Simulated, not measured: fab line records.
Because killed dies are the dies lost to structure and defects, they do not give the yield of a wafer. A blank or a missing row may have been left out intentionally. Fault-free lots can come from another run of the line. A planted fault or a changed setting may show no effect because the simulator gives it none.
Struck lot and sound lot, side by side    flow nand-harc    15 out of 1302 route steps
Sound: these wafers, L725.1, L725.2, L725.4. Wafers L733.1, L733.3, L733.5 were the ones struck. Last of all comes the cause.
For every step that has rows: the tool of each side, followed by ch and its chambers, followed by its first start. Under that, the readings that differ: sound wafers    struck wafers    difference of the means    sigmas: that difference in standard deviations of wafers without a fault.
alike: same words and numbers on both sides, and readings whose means sit less than 2 such deviations apart. not compared: any withheld reading, any reading some wafer has no value for, any bound like >300 that may hide the same value, and any number with overlapping values for which the record gives no deviation.
Wherever a step has rows on one side only, a row that says differs or no value, or a row with sigmas, the two part there. When numbers do not overlap yet have no deviation, they are printed without sigmas and do not part them. A reading that every wafer of one side lacks parts them only if that side has two wafers or more.

first, 6 steps without rows for these wafers: NHARC_THIN_TSV_COAT_27; NHARC_THIN_TSV_SOFTBAKE_28 (time 95 s); NHARC_THIN_TSV_EBR_29; NHARC_THIN_TSV_EXPOSE_30 (exposes mask PAD); NHARC_THIN_TSV_PEB_31 (peb time 85 s); NHARC_THIN_TSV_DEVELOP_32 (time 70 s).
NHARC_THIN_TSV_CD_MEAS_33: target cd 5000 nm.
  sound on cd-sem-03 ch 0, day 24 14:37; struck on cd-sem-03 ch 0, day 27 22:41
reading     sound                 struck                difference  sigmas
cd-nm (nm)  4996.6 4997.8 4996.5  4999.8 4999.1 4999.6  +2.5        +2
then, 1 step without rows for these wafers: NHARC_THIN_TSV_HARDBAKE_34 (time 80 s).
NHARC_THIN_TSV_DESCUM_35: chemistry O2, time 3 s.
  sound on rie-diel-09 ch 0,1,2, day 24 14:46; struck on rie-diel-08 ch 1,2,3, day 27 22:51
  alike: drypump-motor-current-A, oes-product-au, rf-vpp-V, showerhead-plenum-p-Torr, throttle-valve-pct
  not compared: rf-hours-counter-h
NHARC_THIN_TSV_ETCH_59: etches the open film in Cl2/BCl3, target depth 880 nm, time 138.1 s.
  sound on rie-metal-02 ch 0,1, day 24 14:54; struck on rie-metal-03 ch 0,1, day 27 23:01
reading                sound              struck             difference  sigmas
oes-product-au (a.u.)  1.007 1.009 1.010  0.994 0.990 0.990  -0.017      -2
  alike: bias-w, drypump-motor-current-A, rf-fwd-power-W, throttle-valve-pct
  not compared: rf-hours-counter-h
NHARC_THIN_TSV_ETCH_36: etches the open film in Cl2/BCl3, target depth 65 nm, time 18.571 s.
  sound on rie-metal-02 ch 0,1, day 24 15:10; struck on rie-metal-03 ch 0,1, day 27 23:15
reading                      sound           struck          difference  sigmas
drypump-motor-current-A (A)  5.53 5.69 5.51  6.19 5.70 6.18  +0.45       +2
  alike: oes-product-au
  not compared: rf-hours-counter-h
NHARC_THIN_TSV_STRIP_56: strips in O2.
  sound on plasma-asher-02 ch 0,1, day 24 15:16; struck on plasma-asher-02 ch 0,1, day 27 23:20
  alike: drypump-motor-current-A, heater-power-w
  not compared: rf-hours-counter-h
NHARC_THIN_TSV_STRIP_57: strips in post etch residue remover, time 1200 s.
  sound on wet-bench-10 ch 0,4,5, day 24 15:37; struck on wet-bench-10 ch 0,3,7, day 27 23:41
  no value came back on the struck wafers for bath-guard-temp-C (C), bath-heat-duty-pct (%), time-s (s); on the sound wafers bath-guard-temp-C (C) reads 72.4 72.7 71.8
NHARC_THIN_TSV_CD_MEAS_37:
  sound: cd-sem-03 at day 24 16:04; struck: cd-sem-01 at day 28 00:08
reading     sound                 struck                difference  sigmas
cd-nm (nm)  4995.1 4996.3 4995.0  5001.2 4998.6 5000.5  +4.6        +2
NHARC_END_SORT_01:
  sound on prober-01 ch 0, day 24 23:43; struck on prober-02 ch 0, day 28 07:41
reading          sound  struck  difference  sigmas
killed-at-other  0 0 0  1 5 3   +3          +3
  alike: defect-limited-yield, killed-at-array, killed-at-periphery, killed-dies, killed-open, killed-short, sort_bin_2_pct, sort_bin_3_pct, sort_bin_4_pct, sort-n-pass, sort-rim-yield-pct, sort-yield-pct

## WHERE THEY PART
Last at NHARC_END_SORT_01 as far as this record goes, first at NHARC_THIN_TSV_CD_MEAS_33.

WHY: what the simulator had put in
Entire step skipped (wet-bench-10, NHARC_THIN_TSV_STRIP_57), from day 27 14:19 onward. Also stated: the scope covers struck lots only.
